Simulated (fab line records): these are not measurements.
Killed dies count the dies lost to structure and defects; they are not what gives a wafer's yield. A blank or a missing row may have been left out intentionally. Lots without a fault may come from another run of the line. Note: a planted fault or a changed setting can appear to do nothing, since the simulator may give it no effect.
Which tool was responsible?	flow n5-finfet	30 wafers from 10 lots sampled at 4 of the route's 1938 steps

## WHAT THE GAUGES READ, wafer by wafer
N5_BEOL_M8_INSPECT_30: inspects for defects (brightfield). Usual: raw-defect-count 396, standard deviation 95.
lot	measured	on	raw-defect-count	flag
L262	day 10 13:06	defect-inspect-01	403 328 512	
L264	day 11 18:01	defect-inspect-02	408 399 380	
L266	day 11 21:10	defect-inspect-01	309 321 472	
L265	day 11 20:25	defect-inspect-01	416 385 479	
L267	day 12 10:44	defect-inspect-02	373 415 412	
L272	day 14 05:43	defect-inspect-02	408 368 378	
L273	day 14 09:55	defect-inspect-02	403 568 386	
L275	day 15 07:14	defect-inspect-02	401 403 638	
L281	day 16 11:26	defect-inspect-02	412 409 484	
L284	day 17 10:13	defect-inspect-01	420 369 382	

## WHAT TOOL EACH LOT RAN ON (gives the tool, then ch and the chambers of the sampled wafers, and finally the start)
lot	N5_BEOL_M8_ILD_DEP_00	N5_BEOL_M8_CURE_74	N5_BEOL_M8_COAT_64
L262	pecvd-02 ch 0,1,2, day 10 08:23	uv-cure-01 ch 2, day 10 08:26	litho-track-05 ch 0, day 10 12:37
L264	pecvd-04 ch 0,1,2, day 11 05:48	uv-cure-01 ch 2, day 11 06:10	litho-track-01 ch 0, day 11 17:32
L266	pecvd-04 ch 0,2, day 11 11:34	uv-cure-02 ch 1, day 11 11:48	litho-track-04 ch 0, day 11 20:48
L265	pecvd-04 ch 0,1,2, day 11 12:46	uv-cure-03 ch 0, day 11 12:49	litho-track-01 ch 0, day 11 20:01
L267	pecvd-04 ch 0,1,2, day 12 06:48	uv-cure-02 ch 0, day 12 07:01	litho-track-05 ch 0, day 12 10:22
L272	pecvd-04 ch 0,1,2, day 14 01:46	uv-cure-02 ch 0, day 14 01:50	litho-track-05 ch 0, day 14 05:14
L273	pecvd-04 ch 0,2, day 14 05:26	uv-cure-01 ch 1, day 14 05:35	litho-track-01 ch 0, day 14 09:34
L275	pecvd-04 ch 1,2, day 15 02:54	uv-cure-02 ch 1, day 15 02:58	litho-track-01 ch 0, day 15 06:46
L281	pecvd-04 ch 0,1,2, day 16 07:10	uv-cure-03 ch 1, day 16 07:19	litho-track-04 ch 0, day 16 10:58
L284	pecvd-02 ch 0,2, day 17 04:46	uv-cure-01 ch 0, day 17 04:50	litho-track-04 ch 0, day 17 09:44
- N5_BEOL_M8_ILD_DEP_00: deposits SiCOH lowk from DEMS/porogen, target thk 179.75 nm, time 33.4 s.
- N5_BEOL_M8_CURE_74: cures SiCOH lowk, time 240 s.
- N5_BEOL_M8_COAT_64: time 60 s, resist thk 12 nm.

## WHAT THE TOOLS THEMSELVES READ (means of the sampled wafers that have a number; where no wafer has one, the mark that the record gives instead)
N5_BEOL_M8_ILD_DEP_00. Usual: heater-power-w 315 W, standard deviation 49; showerhead-plenum-p-Torr 5.748 Torr, standard deviation 0.013; throttle-valve-pct 13.9 %, standard deviation 0.93.
lot	tool	heater-power-w (W)	showerhead-plenum-p-Torr (Torr)	throttle-valve-pct (%)	flag
L262	pecvd-02	274	5.748	14.4	
L264	pecvd-04	293	5.755	13.7	
L266	pecvd-04	299	5.753	13.7	
L265	pecvd-04	310	5.756	13.7	
L267	pecvd-04	293	5.752	13.7	
L272	pecvd-04	292	5.749	13.6	
L273	pecvd-04	277	5.749	13.7	
L275	pecvd-04	339	5.759	13.1	
L281	pecvd-04	310	5.757	13.7	
L284	pecvd-02	323	5.744	13.6	

N5_BEOL_M8_CURE_74. Usual: lamp-power-pct 52.31 %, standard deviation 0.054; wafer_temp_C_max 387.3, standard deviation 0.67.
lot	tool	lamp-power-pct (%)	wafer_temp_C_max	flag
L262	uv-cure-01	52.34	386.5	
L264	uv-cure-01	52.32	387.0	
L266	uv-cure-02	52.29	387.4	
L265	uv-cure-03	52.31	388.4	
L267	uv-cure-02	52.32	386.5	
L272	uv-cure-02	52.31	386.4	
L273	uv-cure-01	52.36	387.9	
L275	uv-cure-02	52.26	387.8	
L281	uv-cure-03	52.34	386.8	
L284	uv-cure-01	52.36	387.5	

N5_BEOL_M8_COAT_64. Usual: dispense-pressure-kPa 50 kPa, standard deviation 5; spin-speed-rpm 1500.0 rpm, standard deviation 0.95.
lot	tool	dispense-pressure-kPa (kPa)	spin-speed-rpm (rpm)	flag
L262	litho-track-05	57	1500.4	
L264	litho-track-01	46	1500.7	
L266	litho-track-04	47	1500.1	
L265	litho-track-01	46	1500.3	
L267	litho-track-05	57	1500.1	
L272	litho-track-05	57	1500.0	
L273	litho-track-01	46	1242.2	OFF
L275	litho-track-01	46	1240.1	OFF
L281	litho-track-04	47	1500.3	
L284	litho-track-04	47	1498.9	

## THE ANSWER, worked out from the rows above alone
Rule: a lot is off if the mean of its wafers that have a number lies more than 3 standard deviations from the usual mean. Also off: a lot with no number at a reading for which 4 or more lots have one. All remaining lots with rows at the step are treated as sound. Order of review: gauges by route order, followed by the tools' own readings, for which a lot's mean as printed above is used. The first step at which some lot is off is used, and at that step the reading that is off furthest; a lot without a number counts as furthest.
Off: L273, L275 (N5_BEOL_M8_COAT_64, spin-speed-rpm).
A tool fits if, at that step or a process step before it, it ran every lot that is off, and no sound lot after the first of them. One candidate fits, namely litho-track-01 at N5_BEOL_M8_COAT_64. A fault onset in the window from L265 (day 11 20:01, its last sound lot) to L273 (day 14 09:34, its first lot off) fits.
The tool's own readings at N5_BEOL_M8_COAT_64 bear it out: on the lots that are off they differ by more than 5 times the standard deviation of the sound lots' means. spin-speed-rpm reads 1241.2 rpm there against 1500.1 rpm on the sound lots.

## WHAT THE SIMULATOR HAD PUT IN
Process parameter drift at N5_BEOL_M8_COAT_64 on litho-track-01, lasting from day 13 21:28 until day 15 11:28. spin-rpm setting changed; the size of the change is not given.
Shown lots that were struck: L273, L275. This agrees with what the rule above found.
